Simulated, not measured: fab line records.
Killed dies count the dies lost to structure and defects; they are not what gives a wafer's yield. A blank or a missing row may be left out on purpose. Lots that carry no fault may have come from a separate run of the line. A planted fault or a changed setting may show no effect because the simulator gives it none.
fab line records	flow n5Finfet
[record] lots = 5	wafers = 15	lastDay = 18
route steps=1938 shown SD_EPI_P@307 SD_ACTIVATION@330 ILD0@335 SDB@347 MOL_CONTACT_COAG@538 BEOL_M4@1111
lots with no fault: from the same line, run without faults
startH: hours from the record's opening day to when the first of the lot's shown wafers began	waitH: how many hours have passed since the lot's step before this one	" identical to the entry in the row above	L1.1+2: a row that stands for several wafers	- value missing, or start not given	* or withheld: withheld	< > ~ a bound
route shown NAME@n: a module of which the file shows steps, and the number in the route of the first	usual: average and standard deviation across the fault-free wafers	same: alike in all rows	chamber/n: place in a boat	sites: the reading at each site	_std_site: the standard deviation of these	_edge_site: outer sites' mean less inner sites'	radiusMm: how far each site lies from the wafer's centre	mask NAME#n: copy n	behind: the tool/chamber that last shaped the wafer	hold: the reason the lot was held/the length of the hold in hours/how it ended	device: whichever transistor did not switch (one of n, p or np)	end of line: the same wafers' tests at the end of the route	a step without rows: its recipe alone	killed: not the wafer's yield, but the dies lost to structure and defects at the first sort	map: the dies of a wafer, with x for killed, . for not killed, _ for no die there
set.NAME: the run value of the setting; set.NAME@STEP: its run value at that earlier step	model.NAME: the simulator's own value behind a step, which no gauge read
a table for each step, a row for each wafer; lots at some steps of the route
services: a tool's chamber out of use, with start hour (startH, from the record's first day; less than 0 if before it), hours out, and reason
[[steps]]
[step N5_SD_EPI_P_ETCH_36]
[recipe] chemistry = CF4	target = SiARC	targetDepthA = 455	maskMaterial = CAR-ArF-block	timeS = 75.8	ionEnergyEv = 80	pressureMtorr = 40	sourceW = 545	biasW = 36	Ar_flow_sccm = 100	cf4FlowSccm = 100	ends = cleared
[step N5_SD_EPI_P_ETCH_37]
[recipe] chemistry = N2/H2	target = SOC	overetchA = 1080	maskMaterial = SiARC	tempC = 40	ionEnergyEv = 100	sourceW = 3000	biasW = 133	pressureMtorr = 20	timeS = 486	n2FlowSccm = 200	h2FlowSccm = 200	ends = endPoint
[step N5_SD_EPI_P_STRIP_38]
[recipe] chemistry = N2/H2	tempC = 40	n2FlowSccm = 200	h2FlowSccm = 200	rfFrequencyHz = 6e+07
[step N5_SD_EPI_P_ETCHBACK_46]
[recipe] chemistry = CH3F/O2	mode = anisotropicEtchback	target = SiNx	targetDepthA = 175	stopOn = SiO2	overEtchFrac = 0.3	ionEnergyEv = 120	pressureMtorr = 30	sourceW = 395	biasW = 73	Ar_flow_sccm = 150	CH3F_flow_sccm = 30	O2_flow_sccm = 20
[step N5_SD_EPI_P_ETCH_47]
[recipe] chemistry = CH3F/O2	target = SiOCN	targetDepthA = 250	maskMaterial = SOC	ionEnergyEv = 60	biasW = 29	pressureMtorr = 30	sourceW = 410	Ar_flow_sccm = 150	CH3F_flow_sccm = 30	O2_flow_sccm = 20
[step N5_SD_EPI_P_ETCH_16]
[recipe] chemistry = CHF3/O2	target = SiO2	targetDepthA = 50	maskMaterial = SOC	pressureMtorr = 30	sourceW = 650	biasW = 170	Ar_flow_sccm = 200	CHF3_flow_sccm = 50	O2_flow_sccm = 5	ionEnergyEv = 200
[step N5_SD_EPI_P_STRIP_50]
[recipe] chemistry = CHF3/O2	resist = SiARC	rfFrequencyHz = 6e+07
[step N5_SD_EPI_P_SD_RECESS_17]
[recipe] chemistry = HBr/Cl2/O2	targetDepthA = 391	btTimeS = 3	pressureMtorr = 10	icpW = 800	biasW = 112	HBr_flow_sccm = 150	Cl2_flow_sccm = 80	O2_flow_sccm = 12
[step N5_SD_EPI_P_WET_ETCH_45]
[recipe] chemistry = dHF	dilution = withheld	timeS = 10.7	target = SiO2	targetDepthA = 20	tempC = 25	dry = ipaMarangoni	rinseTimeS = 30	rinseTempC = 23
[step N5_SD_EPI_P_STRIP_40]
[recipe] chemistry = N2/H2	powerW = 1000	tempC = 250	h2Frac = 0.65	overashFraction = 0.3	pressureMtorr = withheld	n2FlowSccm = 1750	h2FlowSccm = 3250
[usual] drypumpMotorCurrentA = 5.6/0.4	heaterPowerW = 332/35	oesProductAu = 0.762/0.0099
lot.wafer	tool	chamber	startH	waitH	drypumpMotorCurrentA	heaterPowerW	oesProductAu	rfHoursCounterH
L229.3	plasmaAsher-02	1	60.15	0.0	5.0	312	0.772	-
L229.4	"	0	"	"	6.0	392	0.740	-
L229.5	"	1	"	"	5.0	319	0.768	-
L233.1	plasmaAsher-01	1	84.99	0.0	5.9	328	0.781	94
L233.2	"	0	"	"	5.7	298	0.763	94
L233.5	"	0	"	"	5.7	297	0.760	-
L241.1	plasmaAsher-01	1	135.22	0.0	5.9	334	0.771	104
L241.3	"	1	"	"	5.9	326	0.778	-
L241.4	"	0	"	"	5.7	300	0.771	-
L248.3	plasmaAsher-01	1	177.89	0.0	5.9	319	0.764	-
L248.4	"	0	"	"	5.7	295	0.761	-
L248.5	"	1	"	"	5.9	325	0.777	-
L250.4	plasmaAsher-02	1	188.63	0.0	5.0	312	0.754	-
L250.5	"	0	"	"	5.9	382	0.758	-
L250.6	"	1	"	"	5.0	309	0.765	-
[step N5_SD_EPI_P_PRECLEAN_52]
[recipe] chemistry = O3/DIW	timeS = 60	tempC = 22	o3Ppm = 10
[step N5_SD_EPI_P_SRD_20]
[recipe] dry = ipaMarangoni	doPpb = 5	timeS = 30	tempC = 23	rinseLiquid = diw
[step N5_SD_EPI_P_PRECLEAN_51]
[recipe] chemistry = NF3:NH3	afsCycles = 1	tempC = 30	timeS = 20	sublimationTempC = 180	sublimationTimeS = 60	pressureTorr = 3	rfPowerW = 30
lot.wafer	tool	chamber	startH	waitH	model.SiNx_of_SD_EPI_N_LINER_46.thkNm
L229.3+4+5	epiRpcvd-01	0	60.35	0.1	2.6
L233.1+2+5	epiRpcvd-03	0	85.14	0.0	2.6
L241.1+4	epiRpcvd-01	0	135.37	0.0	2.6
L241.3	"	0	"	"	3
L248.3+4+5	epiRpcvd-03	0	178.09	0.1	2.6
L250.4+5+6	epiRpcvd-04	0	188.86	0.1	2.6
[step N5_SD_EPI_P_VAPOR_ETCH_44]
[recipe] chemistry = NF3/Ar	target = SiGe30	tempC = 25	timeS = 3.3	mode = isotropic
[step N5_SD_EPI_P_EPI_21]
[recipe] material = SiGe:B	dopant = B	tempC = 550	pressureTorr = 20	ambient = H2	timeS = 355
lot.wafer	tool	chamber	startH	waitH	model.SiGe-B_of_SD_EPI_P_EPI_21.thkNm
L229.3	epiRpcvd-01	0	61.37	0.8	60.8
L229.4	"	0	"	"	60.6
L229.5	"	0	"	"	60.2
L233.1	epiRpcvd-03	0	85.50	0.1	60.6
L233.2	"	0	"	"	62.2
L233.5	"	0	86.94	1.5	61.6
L241.1	epiRpcvd-01	0	135.73	0.1	60.4
L241.3	"	0	"	"	12.8
L241.4	"	0	"	"	61.2
L248.3	epiRpcvd-03	0	179.11	0.8	60.6
L248.4	"	0	"	"	60.8
L248.5	"	0	"	"	60
L250.4+6	epiRpcvd-04	0	190.21	1.1	60.8
L250.5	"	0	"	"	60.2
[step N5_SD_EPI_P_EPI_MEAS_23]
[recipe] mode = xrd
[usual] thkNm = 61.1/1.2
lot.wafer	tool	chamber	startH	waitH	thkNm
L229.3	filmMetro-02	-	62.85	1.1	60.2
L229.4	"	-	"	"	62.2
L229.5	"	-	"	"	61.5
L233.1	filmMetro-01	-	87.70	1.8	61.5
L233.2	"	-	"	"	61.4
L233.5	"	-	"	"	61.2
L241.1	filmMetro-01	-	137.93	1.8	61.3
L241.3	"	-	"	"	12.5
L241.4	"	-	"	"	61.5
L248.3	filmMetro-01	-	180.59	1.1	60.2
L248.4	"	-	"	"	62.5
L248.5	"	-	"	"	60.3
L250.4	filmMetro-02	-	191.33	0.8	59.6
L250.5	"	-	"	"	60.0
L250.6	"	-	"	"	59.7
[step N5_SD_EPI_P_HM_STRIP_48]
[recipe] chemistry = H3PO4	tempC = 160	material = SiNx	target = SiNx	targetDepthA = 30	overetchFraction = 0.3
[step N5_SD_EPI_P_SRD_49]
[recipe] dry = ipaMarangoni	timeS = 30	tempC = 23	rinseLiquid = diw
[step N5_SD_EPI_P_PRECLEAN_24]
[recipe] chemistry = O3/DIW	timeS = 45	tempC = 22	o3Ppm = 10
[step N5_SD_EPI_P_PRECLEAN_32]
[recipe] chemistry = dHF	timeS = 10	dilution = 500:1	tempC = 25
[step N5_SD_EPI_P_PRECLEAN_33]
[recipe] chemistry = SC2	timeS = 45	tempC = 35	mix = 1:1:50
[step N5_SD_EPI_P_SRD_25]
[recipe] timeS = 30	tempC = 23	rinseLiquid = diw	dry = ipaMarangoni
[step N5_SD_EPI_P_INSPECT_26]
[recipe] inspectInstrument = darkfield	mode = postEpi
[usual] rawDefectCount = 186/42
lot.wafer	tool	chamber	startH	waitH	rawDefectCount
L229.3	defectInspect-01	-	63.02	0.0	162
L229.4	"	-	"	"	245
L229.5	"	-	"	"	245
L233.1	defectInspect-02	-	87.88	0.0	255
L233.2	"	-	"	"	185
L233.5	"	-	"	"	253
L241.1	defectInspect-01	-	138.11	0.0	200
L241.3	"	-	"	"	204
L241.4	"	-	"	"	229
L248.3	defectInspect-02	-	180.76	0.0	191
L248.4	"	-	"	"	242
L248.5	"	-	"	"	218
L250.4	defectInspect-01	-	191.50	0.0	159
L250.5	"	-	"	"	190
L250.6	"	-	"	"	208
[step N5_SD_ACTIVATION_RTA_00]
[recipe] tempC = 975	timeS = 0	ambient = N2	idleTempC = 600	rampUpCPerS = 150	rampDownCPerS = 60	coolToC = 600
[step N5_SD_ACTIVATION_LSA_01]
[recipe] tempC = 1080	timeS = 0.0008	ambient = N2
[step N5_SD_ACTIVATION_RS_MEAS_03]
[recipe] thkMeasGauge = four-point-probe
[usual] RS_SD_N = 21.9/0.31	RS_SD_P = 56.0/0.76
lot.wafer	tool	chamber	startH	waitH	RS_SD_N[ohm/sq]	RS_SD_P[ohm/sq]
L229.3	filmMetro-02	-	63.49	0.2	22.2	55.3
L229.4	"	-	"	"	22.1	55.6
L229.5	"	-	"	"	21.9	56.2
L233.1	filmMetro-01	-	88.31	0.2	21.3	56.0
L233.2	"	-	"	"	21.6	54.4
L233.5	"	-	"	"	21.3	54.5
L241.1	filmMetro-01	-	138.54	0.2	22.3	55.6
L241.3	"	-	"	"	22.2	262.8
L241.4	"	-	"	"	22.3	55.1
L248.3	filmMetro-02	-	181.23	0.2	22.3	56.3
L248.4	"	-	"	"	22.0	56.1
L248.5	"	-	"	"	21.8	56.8
L250.4	filmMetro-02	-	191.99	0.1	22.1	56.8
L250.5	"	-	"	"	21.9	56.5
L250.6	"	-	"	"	22.1	56.3
[step N5_SD_ACTIVATION_INSPECT_02]
[recipe] inspectInstrument = darkfield	mode = postAnneal
[usual] rawDefectCount = 188/41
lot.wafer	tool	chamber	startH	waitH	rawDefectCount
L229.3	defectInspect-02	-	63.77	0.1	163
L229.4	"	-	"	"	203
L229.5	"	-	"	"	236
L233.1	defectInspect-01	-	88.64	0.2	280
L233.2	"	-	"	"	213
L233.5	"	-	"	"	262
L241.1	defectInspect-01	-	138.87	0.2	205
L241.3	"	-	"	"	205
L241.4	"	-	"	"	236
L248.3	defectInspect-01	-	181.52	0.1	213
L248.4	"	-	"	"	266
L248.5	"	-	"	"	229
L250.4	defectInspect-01	-	192.26	0.1	155
L250.5	"	-	"	"	172
L250.6	"	-	"	"	197
[step N5_ILD0_LINER_00]
[recipe] material = SiNx	targetThkA = 40	tempC = 400	aldPrecursorFamily = SiH2I2	aldCoReactant = N2/H2-plasma	pulseTimeS = 1	purgeTimeS = 2	coReactantPurgeTimeS = 2	aldCycles = 80	pressureTorr = 2
[usual] heaterPowerW = 878/88	precursorPulseHeightRel = 0.999/0.022
lot.wafer	tool	chamber	startH	waitH	heaterPowerW	precursorPulseHeightRel
L229.3	aldSin-03	3	63.81	0.0	825	0.989
L229.4	"	0	"	"	730	1.025
L229.5	"	2	"	"	917	1.002
L233.1	aldSin-03	1	90.20	1.6	982	0.987
L233.2	"	3	"	"	833	1.021
L233.5	"	1	"	"	996	0.977
L241.1	aldSin-03	2	138.90	0.0	943	0.989
L241.3	"	0	"	"	769	1.011
L241.4	"	3	"	"	847	0.977
L248.3	aldSin-03	3	181.68	0.2	851	1.018
L248.4	"	3	"	"	838	1.010
L248.5	"	2	"	"	960	1.036
L250.4	aldSin-03	1	192.46	0.2	980	0.995
L250.5	"	2	"	"	919	0.962
L250.6	"	1	"	"	991	0.984
[step N5_ILD0_FCVD_FILL_01]
[recipe] material = SiO2_flowable	targetThkA = 2000	tempC = 100	pressureTorr = 0.8	rfW = 2000	timeS = 328.3
[step N5_ILD0_CURE_02]
[recipe] tempC = 450	timeS = 1800	ambient = steam	idleTempC = 400	rampUpCPerMin = 5	rampDownCPerMin = 3	densificationPH2oTorr = 640
[step N5_ILD0_CMP_03]
[recipe] stopOn = SiNx	tOverpolishS = 1.9	postCmpClean = alkalineBrush	downForcePsi = 4.1491	platenRpm = 51.796	padVelocityMS = 1.0306	targetThkNm = 197.38
[usual] motorCurrentA = 11.8/1.2	overpolishRunS = 1.900/0.0096	timeToEndpointS = 70/3.6
lot.wafer	tool	chamber	startH	waitH	motorCurrentA	overpolishRunS	timeToEndpointS
L229.4	cmp-02	2	66.19	0.0	12.4	1.909	71
L229.3	"	3	"	"	12.2	1.899	68
L229.5	"	3	"	"	11.8	1.900	68
L233.1	cmp-02	0	92.61	0.1	11.4	1.897	70
L233.2	"	1	"	"	11.8	1.909	71
L233.5	"	3	"	"	11.7	1.907	70
L241.3	cmp-04	3	141.67	0.1	13.2	1.898	73
L241.1	"	0	"	"	10.4	1.915	66
L241.4	"	1	"	"	11.2	1.901	64
L248.3	cmp-04	2	184.12	0.1	9.4	1.905	69
L248.4	"	3	"	"	13.0	1.914	74
L248.5	"	2	"	"	10.1	1.894	70
L250.4	cmp-03	0	194.91	0.1	12.2	1.893	73
L250.6	"	2	"	"	11.9	1.911	66
L250.5	"	3	"	"	11.8	1.882	72
[step N5_ILD0_THK_MEAS_04]
[usual] thkNm = 197.3/1.3
lot.wafer	tool	chamber	startH	waitH	thkNm
L229.3	filmMetro-01	-	66.48	-	196.6
L229.4	"	-	"	"	197.6
L229.5	"	-	"	"	195.8
L233.1	filmMetro-01	-	92.86	-	197.4
L233.2	"	-	"	"	197.3
L233.5	"	-	"	"	197.8
L241.1	filmMetro-02	-	141.92	-	198.5
L241.3	"	-	"	"	200.7
L241.4	"	-	"	"	198.8
L248.3	filmMetro-01	-	184.42	-	197.8
L248.4	"	-	"	"	197.4
L248.5	"	-	"	"	197.5
L250.4	filmMetro-02	-	195.14	-	198.8
L250.5	"	-	"	"	197.8
L250.6	"	-	"	"	196.2
[step N5_ILD0_CMP_07]
[recipe] stopOn = poly-Si	material = SiO2_flowable	tOverpolishS = 1.18	postCmpClean = alkalineBrush	downForcePsi = 4.1491	platenRpm = 51.796	padVelocityMS = 1.0306	targetThkNm = 138.88
[step N5_ILD0_THK_MEAS_08]
[usual] thkNm = 138.9/1.1
lot.wafer	tool	chamber	startH	waitH	thkNm
L229.3	filmMetro-01	-	66.81	-	139.5
L229.4	"	-	"	"	139.2
L229.5	"	-	"	"	139.4
L233.1	filmMetro-01	-	93.19	-	139.3
L233.2	"	-	"	"	138.5
L233.5	"	-	"	"	139.3
L241.1	filmMetro-01	-	142.25	-	140.9
L241.3	"	-	"	"	138.4
L241.4	"	-	"	"	137.3
L248.3	filmMetro-01	-	184.75	-	138.9
L248.4	"	-	"	"	138.2
L248.5	"	-	"	"	138.2
L250.4	filmMetro-02	-	195.46	-	140.0
L250.5	"	-	"	"	139.5
L250.6	"	-	"	"	139.1
[step N5_ILD0_PRECLEAN_10]
[recipe] chemistry = NF3:NH3	afsCycles = 5	timeS = 20	tempC = 30	sublimationTempC = 180	sublimationTimeS = 60	pressureTorr = 3	rfPowerW = 30
[step N5_ILD0_ALD_15]
[recipe] material = SiNx	targetThkA = 240	tempC = 400	aldPrecursorFamily = SiH2I2	aldCoReactant = N2/H2-plasma	pulseTimeS = 1	aldCycles = 480	purgeTimeS = 2	coReactantPurgeTimeS = 2	pressureTorr = 2
[usual] heaterPowerW = 866/89	precursorPulseHeightRel = 1.003/0.021
lot.wafer	tool	chamber	startH	waitH	heaterPowerW	precursorPulseHeightRel
L229.3	aldSin-02	1	67.52	0.4	730	0.994
L229.4	"	0	"	"	870	1.014
L229.5	"	2	68.61	1.2	827	1.017
L233.1	aldSin-03	3	94.22	0.9	845	1.025
L233.2	"	1	"	"	979	1.012
L233.5	"	1	95.31	1.5	1010	0.960
L241.1	aldSin-03	1	142.98	0.6	986	1.008
L241.3	"	3	"	"	841	0.984
L241.4	"	0	"	"	750	0.976
L248.3	aldSin-03	3	185.70	0.5	846	0.975
L248.4	"	0	"	"	753	1.013
L248.5	"	0	186.78	1.3	768	0.989
L250.4	aldSin-03	0	196.35	0.4	766	1.004
L250.5	"	3	197.43	1.4	839	1.002
L250.6	"	0	"	"	755	0.967
[step N5_ILD0_CMP_12]
[recipe] stopOn = poly-Si	material = SiNx	tOverpolishS = 6	postCmpClean = alkalineBrush	downForcePsi = 2.5	platenRpm = 51.8	padVelocityMS = 1.0307	targetThkNm = 17.67
[usual] motorCurrentA = 8.6/0.79	overpolishRunS = 5.999/0.0089	timeToEndpointS = 29/3
lot.wafer	tool	chamber	startH	waitH	motorCurrentA	overpolishRunS	timeToEndpointS
L229.4	cmp-04	0	69.87	1.3	7.9	5.995	28
L229.3	"	1	"	"	7.8	5.995	25
L229.5	"	0	"	"	7.2	5.989	25
L233.2	cmp-03	0	96.46	1.2	9.1	5.985	34
L233.1	"	1	"	"	9.4	6.001	33
L233.5	"	3	"	"	8.8	6.001	30
L241.1	cmp-04	1	145.23	1.2	8.5	6.000	25
L241.3	"	2	"	"	7.2	6.005	30
L241.4	"	3	"	"	9.8	6.006	33
L248.3	cmp-03	3	187.90	1.1	9.0	5.996	31
L248.4	"	0	"	"	8.9	6.001	33
L248.5	"	0	"	"	8.9	5.994	34
L250.4	cmp-03	0	198.55	1.1	8.8	5.999	34
L250.6	"	0	"	"	9.4	5.987	35
L250.5	"	1	"	"	8.6	5.994	33
[step N5_ILD0_THK_MEAS_13]
[usual] thkNm = 17.6/1.1
lot.wafer	tool	chamber	startH	waitH	thkNm
L229.3	filmMetro-02	-	70.13	-	16.7
L229.4	"	-	"	"	16.9
L229.5	"	-	"	"	15.6
L233.1	filmMetro-02	-	96.72	-	18.5
L233.2	"	-	"	"	19.5
L233.5	"	-	"	"	17.4
L241.1	filmMetro-01	-	145.49	-	17.4
L241.3	"	-	"	"	17.4
L241.4	"	-	"	"	19.2
L248.3	filmMetro-02	-	188.19	-	17.6
L248.4	"	-	"	"	17.7
L248.5	"	-	"	"	18.6
L250.4	filmMetro-01	-	198.84	-	19.1
L250.5	"	-	"	"	17.2
L250.6	"	-	"	"	18.8
[step N5_ILD0_INSPECT_06]
[recipe] inspectInstrument = darkfield	mode = postCmp
[usual] rawDefectCount = 43/23
lot.wafer	tool	chamber	startH	waitH	rawDefectCount
L229.3	defectInspect-01	-	70.15	0.0	80
L229.4	"	-	"	"	61
L229.5	"	-	"	"	39
L233.1	defectInspect-02	-	96.75	0.0	42
L233.2	"	-	"	"	66
L233.5	"	-	"	"	61
L241.1	defectInspect-01	-	145.52	0.0	22
L241.3	"	-	"	"	20
L241.4	"	-	"	"	32
L248.3	defectInspect-01	-	188.22	0.0	32
L248.4	"	-	"	"	57
L248.5	"	-	"	"	45
L250.4	defectInspect-02	-	198.87	0.0	65
L250.5	"	-	"	"	27
L250.6	"	-	"	"	19
[step N5_SDB_HM_DEP_00]
[recipe] material = SiNx	targetThkA = 400	tempC = 400	precursor = SiH4/NH3/N2	pressureTorr = 1.5	rfW = 300	timeS = 35.3
[step N5_SDB_COAT_03]
[recipe] resist = SOC	tempC = 250	timeS = 60	spinRpm = 1500	resistThkNm = 100
[step N5_MOL_CONTACT_COAG_ETCH_110]
[recipe] chemistry = CF4/O2	target = Si	targetDepthA = 25	timeS = 8	pressureMtorr = 100	sourceW = 200	biasW = 12	ionEnergyEv = 60	Ar_flow_sccm = 100	cf4FlowSccm = 100	O2_flow_sccm = 10
[usual] drypumpMotorCurrentA = 5.8/0.35	oesProductAu = 0.78/0.1	rfVppV = 128/3	showerheadPlenumPTorr = 2.23/0.08	throttleValvePct = 10.72/0.25
lot.wafer	tool	chamber	startH	waitH	drypumpMotorCurrentA	oesProductAu	rfHoursCounterH	rfVppV	showerheadPlenumPTorr	throttleValvePct	model.SiGe-B_of_SD_EPI_P_EPI_21.thkNm
L229.3	rieDiel-05	0	93.50	0.0	6.6	0.85	73	129	2.35	10.69	57.8
L229.4	"	0	"	"	6.6	0.84	-	128	2.35	10.70	57.6
L229.5	"	1	"	"	5.6	0.73	-	132	2.12	10.75	57.4
L233.1	rieDiel-05	0	118.89	0.0	6.6	0.82	84	128	2.35	10.71	57.8
L233.2	"	1	"	"	5.6	0.71	185	129	2.12	10.78	59.2
L233.5	"	3	"	"	5.7	0.72	-	129	2.21	10.84	58.8
L241.1	rieDiel-04	0	168.16	0.0	6.4	0.72	234	123	2.29	11.38	57.6
L241.3	"	1	"	"	6.1	0.87	56	128	2.25	10.45	12.2
L241.4	"	2	"	"	5.5	0.73	177	133	2.14	10.84	58.4
L248.3	rieDiel-05	1	211.82	0.0	5.6	0.69	218	130	2.11	10.87	57.8
L248.4	"	3	"	"	5.7	0.70	228	129	2.20	10.92	58
L248.5	"	1	"	"	5.6	0.69	-	129	2.11	10.87	57.2
L250.4	rieDiel-04	2	221.84	0.0	5.5	0.71	-	132	2.13	10.89	57.8
L250.5	"	1	"	"	6.1	0.85	-	128	2.24	10.52	57.4
L250.6	"	3	"	"	5.7	0.93	-	129	2.26	10.39	57.8
[step N5_BEOL_M4_RC_MEAS_101]
[usual] CJ_P = 5.81/0.2	DIBL_N = 36.5/1.8	DIBL_P = 36.5/2.1	IOFF_N = 0.17/0.031	IOFF_P = 0.22/0.036	IOFF_P_85C = 3.7/0.53	IOFF_P_LIN = 0.102/0.014	IOFF_P_LONG = 0.000107/9.3e-06	ION_N = 677/11	ION_P = 463/8	REXT_P = 100.4/2.1	RS_SD_P = 65.7/0.91	SS_N = 71.6/0.61	SS_P = 73.3/0.63	VT_N = 249/3.1	VT_P = -250/3.3	VT_P_LVT = -98.1/3
lot.wafer	tool	chamber	startH	waitH	CJ_P	DIBL_N[mV/V]	DIBL_P[mV/V]	IOFF_N[nA/um]	IOFF_P[nA/um]	IOFF_P_85C[nA/um]	IOFF_P_LIN[nA/um]	IOFF_P_LONG[nA/um]	ION_N[uA/um]	ION_P[uA/um]	REXT_P[ohm.um]	RS_SD_P[ohm/sq]	SS_N[mV/dec]	SS_P[mV/dec]	VT_N[mV]	VT_P[mV]	VT_P_LVT[mV]
L229.3	prober-01	0	176.51	0.3	5.48	39.0	39.2	0.22	0.24	4.0	0.102	9e-05	690	465	101.6	64.5	72.4	74.2	241	-251	-97.0
L229.4	"	0	"	"	5.67	38.3	38.6	0.21	0.24	4.0	0.104	9.3e-05	687	470	100.5	65.4	71.9	74.9	243	-251	-95.9
L229.5	"	0	"	"	5.81	38.2	38.3	0.21	0.22	3.8	0.099	9.5e-05	696	466	101.7	65.6	71.7	73.3	243	-250	-97.3
L233.1	prober-01	0	201.93	0.0	5.94	35.5	35.4	0.14	0.20	3.5	0.101	0.000118	675	466	98.1	65.6	70.5	72.9	250	-250	-96.0
L233.2	"	0	"	"	5.89	35.4	34.3	0.14	0.20	3.5	0.100	0.000118	667	468	98.4	64.5	71.3	72.9	249	-248	-97.0
L233.5	"	0	"	"	6.05	36.8	37.7	0.18	0.24	4.2	0.116	0.00012	687	473	97.2	64.5	72.2	73.5	247	-247	-93.4
L241.1	prober-02	0	247.44	0.0	5.70	38.2	39.1	0.18	0.22	3.9	0.102	9.6e-05	683	463	98.9	66.1	71.7	74.0	247	-251	-99.6
L241.3	"	0	"	"	5.16	36.5	32.8	0.17	0.02	0.5	0.011	0.000183	686	262	518.4	310.1	71.3	71.2	247	-315	-161.6
L241.4	"	0	"	"	5.86	37.4	38.5	0.19	0.22	3.9	0.101	9.7e-05	699	468	97.3	65.1	71.8	74.9	246	-252	-100.7
L248.3	prober-01	0	306.55	0.3	6.04	37.1	39.2	0.17	0.23	3.9	0.103	0.000105	672	467	101.3	65.7	72.3	74.3	251	-252	-98.1
L248.4	"	0	"	"	5.87	33.4	34.9	0.12	0.18	3.2	0.088	0.000102	671	459	99.9	65.0	70.6	73.5	251	-253	-101.8
L248.5	"	0	"	"	5.97	32.7	33.4	0.10	0.15	2.8	0.077	0.000104	654	449	103.3	67.1	70.1	72.2	256	-256	-103.0
L250.4	prober-02	0	313.24	0.5	6.06	37.9	38.7	0.20	0.28	4.7	0.127	0.000121	678	472	100.5	66.2	71.8	73.9	244	-245	-93.8
L250.5	"	0	"	"	6.10	37.9	38.7	0.21	0.28	4.6	0.130	0.000124	685	470	100.4	67.5	71.8	73.9	245	-244	-93.8
L250.6	"	0	"	"	5.96	39.4	40.0	0.22	0.30	4.9	0.134	0.00012	688	477	99.9	66.4	72.4	74.3	244	-244	-93.3
[[services]]
tool	chamber	startH	hours	kind
aldSin-03	1	44.20	2.4	repair
rieDiel-04	2	53.58	6.0	repair
cmp-03	-	57.63	10.1	pm
cmp-03	-	68.93	4.3	pm
cmp-04	-	71.18	1.7	repair
cmp-04	-	75.23	0.3	repair
aldSin-02	-	87.15	14.0	pm
rieDiel-05	2	91.55	11.1	repair
plasmaAsher-01	-	105.82	1.8	repair
cmp-03	-	111.33	0.9	repair
cmp-04	-	118.06	4.0	pm
rieDiel-04	2	122.02	1.8	repair
aldSin-03	-	130.20	1.2	repair
cmp-02	-	132.74	11.8	pm
aldSin-03	1	166.43	8.9	repair
rieDiel-05	0	166.50	3.8	repair
rieDiel-05	3	168.28	4.5	repair
cmp-04	-	175.32	3.3	pm
cmp-03	-	181.91	3.1	repair
epiRpcvd-03	-	190.63	1.7	repair
plasmaAsher-02	-	205.69	1.0	repair
cmp-04	-	207.03	0.2	repair
plasmaAsher-01	-	213.28	3.2	repair
aldSin-03	1	217.86	2.9	repair
[[key]]
[firstSign] step = N5_SD_EPI_P_EPI_MEAS_23	reading = thkNm	direction = down	sigmas = 40	usual = *	struck = *
[effect] step = N5_SD_ACTIVATION_RS_MEAS_03	reading = RS_SD_P	direction = up	sigmas = 99+	usual = 56.0	struck = 262.8
[effect] step = N5_BEOL_M4_RC_MEAS_101	reading = RS_SD_P	direction = up	sigmas = 99+	usual = 65.7	struck = 310.1
[effect] step = N5_BEOL_M4_RC_MEAS_101	reading = REXT_P	direction = up	sigmas = 99+	usual = 100.4	struck = 518.4
[effect] step = N5_BEOL_M4_RC_MEAS_101	reading = ION_P	direction = down	sigmas = 25	usual = 463	struck = 262
[effect] step = N5_BEOL_M4_RC_MEAS_101	reading = VT_P_LVT	direction = down	sigmas = 21	usual = -98.1	struck = -161.6
[effect] step = N5_BEOL_M4_RC_MEAS_101	reading = VT_P	direction = down	sigmas = 20	usual = -250	struck = -315
[effect] step = N5_BEOL_M4_RC_MEAS_101	reading = IOFF_P_LONG	direction = up	sigmas = 8.2	usual = 0.000107	struck = 0.000183
[effect] step = N5_BEOL_M4_RC_MEAS_101	reading = IOFF_P_LIN	direction = down	sigmas = 6.8	usual = 0.102	struck = 0.011
[effect] step = N5_BEOL_M4_RC_MEAS_101	reading = IOFF_P_85C	direction = down	sigmas = 6.1	usual = 3.7	struck = 0.5
[effect] step = N5_BEOL_M4_RC_MEAS_101	reading = IOFF_P	direction = down	sigmas = 5.4	usual = 0.22	struck = 0.02
[effect] step = N5_BEOL_M4_RC_MEAS_101	reading = SS_P	direction = down	sigmas = 3.4	usual = 73.3	struck = 71.2
[effect] step = N5_BEOL_M4_RC_MEAS_101	reading = CJ_P	direction = down	sigmas = 3.3	usual = 5.81	struck = 5.16
[modelEffect] step = N5_SD_EPI_P_PRECLEAN_51	value = SiNx_of_SD_EPI_N_LINER_46.thkNm	without = 2.6	struck = 3
[modelEffect] step = N5_SD_EPI_P_EPI_21	value = SiGe-B_of_SD_EPI_P_EPI_21.thkNm	without = 60.6	struck = 12.8
[modelEffect] step = N5_MOL_CONTACT_COAG_ETCH_110	value = SiGe-B_of_SD_EPI_P_EPI_21.thkNm	without = 57.6	struck = 12.2
metAt N5_SD_EPI_P_PRECLEAN_51
struckWafers L241.3
sortLeftOut L241.3
onsetBetween 60.35 135.37
[fault] kind = processParameterDrift	tool = epiRpcvd-01	chamber = -	onsetH = 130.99	steps = N5_SD_EPI_P_PRECLEAN_51	channel = timeS	offset = *	shape = step	endH = 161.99	scope = struckWafersOnly	actsIn = *	stated = *
// sortLeftOut: the simulated sort isn't trusted on such a fault, so these wafers' sort isn't shown, and their yield isn't known
